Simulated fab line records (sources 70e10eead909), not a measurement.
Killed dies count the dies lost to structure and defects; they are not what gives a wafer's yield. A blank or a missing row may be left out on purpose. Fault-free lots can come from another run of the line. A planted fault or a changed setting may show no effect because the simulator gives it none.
Chamber matching ; flow nand-harc ; NHARC_P_GATE_ETCH_104 on rie-diel-11 has 4 sister chambers
The step etches the open film in CF4/CHF3, target depth 60 nm. 14 wafers are shown with their chamber, then 7 later ones without.

== WAFERS WITH THEIR CHAMBER ==
wafer;chamber;drypump-motor-current-A (A);rf-vpp-V (V);oes-product-au (a.u.)
L497.3;0;6.2;373.3;0.985
L497.5;1;6.0;374.7;0.974
L497.6;0;6.2;372.6;0.980
L505.1;3;4.7;369.8;0.970
L505.4;2;5.6;373.0;0.949
L505.6;2;5.6;370.5;0.951
L508.4;2;5.6;370.8;0.960
L508.5;0;6.2;372.3;0.966
L508.6;3;4.8;370.1;0.968
L509.2;0;6.2;370.9;0.979
L509.3;1;6.0;372.5;0.982
L509.5;3;4.7;367.8;0.945
L510.1;2;5.6;371.2;0.964
L510.4;3;4.7;368.7;0.960

SIGNATURES (means of the wafers above)
reading;chamber 0;chamber 1;chamber 2;chamber 3;scatter within a chamber
drypump-motor-current-A;6.200;6.000;5.600;4.725;0.0274
rf-vpp-V;372.275;373.600;371.375;369.100;1.12
oes-product-au;0.97750;0.97800;0.95600;0.96075;0.00877
Rule: distance of a wafer from a chamber = root of the sum over the readings of ((wafer's reading minus chamber's mean) / reading's scatter) squared. The wafer belongs to the nearest chamber; if the next one is less than 2 further off, it can't be placed. How the scatter is found: for the shown wafers, subtract from each reading the mean of its chamber, square and add these, divide the total by (wafers less chambers), then take the root.

== WAFERS MISSING THEIR CHAMBER ==
wafer;drypump-motor-current-A (A);rf-vpp-V (V);oes-product-au (a.u.)
L510.6;6.0;373.6;0.977
L511.2;6.2;372.3;0.958
L511.3;6.0;374.8;0.977
L511.5;4.7;369.5;0.945
L514.1;5.6;371.1;0.946
L514.2;5.9;372.5;0.979
L514.4;6.2;372.4;0.968

== EACH ONE'S CHAMBER ==
wafer;from the rows above;in truth
L510.6;1;1
L511.2;0;0
L511.3;1;1
L511.5;3;3
L514.1;2;2
L514.2;1;1
L514.4;0;0
Correctly placed: 7 of 7. Left unplaced by these rows: 0. Wrongly placed: 0.
